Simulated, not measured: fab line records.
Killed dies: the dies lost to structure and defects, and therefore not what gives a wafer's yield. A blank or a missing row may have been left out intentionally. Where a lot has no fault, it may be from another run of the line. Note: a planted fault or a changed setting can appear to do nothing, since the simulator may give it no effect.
Chamber matching + flow n5 finfet + N5_BEOL_M10_ETCH_62 on rie diel-05 has 4 sister chambers
The step etches SOC in N2/H2, target depth 110 nm, overetch 22 nm, time 165 s. 4 wafers are shown with their chamber, then 9 later ones without.

EACH WAFER AND ITS CHAMBER
| wafer  | chamber | drypump motor current A (A) |
|--------|---------|-----------------------------|
| L084.3 | 2       | 5.6                         |
| L087.1 | 3       | 5.4                         |
| L087.4 | 1       | 4.9                         |
| L087.5 | 0       | 5.3                         |

WAFERS WITHOUT THEIR CHAMBER
| wafer  | drypump motor current A (A) |
|--------|-----------------------------|
| L091.2 | 5.6                         |
| L091.5 | 5.6                         |
| L091.6 | 4.9                         |
| L095.1 | 5.7                         |
| L095.3 | 4.9                         |
| L095.4 | 5.3                         |
| L096.3 | 5.4                         |
| L096.4 | 5.7                         |
| L096.6 | 5.6                         |

THE CHAMBER EACH PASSED THROUGH
| wafer  | from the rows above | in truth |
|--------|---------------------|----------|
| L091.2 | 2                   | 2        |
| L091.5 | 2                   | 2        |
| L091.6 | 1                   | 1        |
| L095.1 | 2                   | 2        |
| L095.3 | 1                   | 1        |
| L095.4 | 0                   | 0        |
| L096.3 | 3                   | 3        |
| L096.4 | 2                   | 2        |
| L096.6 | 2                   | 2        |
Placed correctly: 9 of 9. Number that these rows cannot place: 0. Wrongly placed: 0.
How it was worked out, from the rows above alone: a wafer's distance from a chamber is the root of the sum, over the readings, of the square of ((its reading less the chamber's mean) divided by the reading's scatter). If the next closest chamber is less than 2 further off than the closest, the wafer can't be placed; otherwise it belongs to the closest. Each chamber's mean is taken over the wafers shown for it. The scatter: with one shown wafer a chamber, the root of the mean of the squares of how far each hidden wafer lies from its nearest shown one.
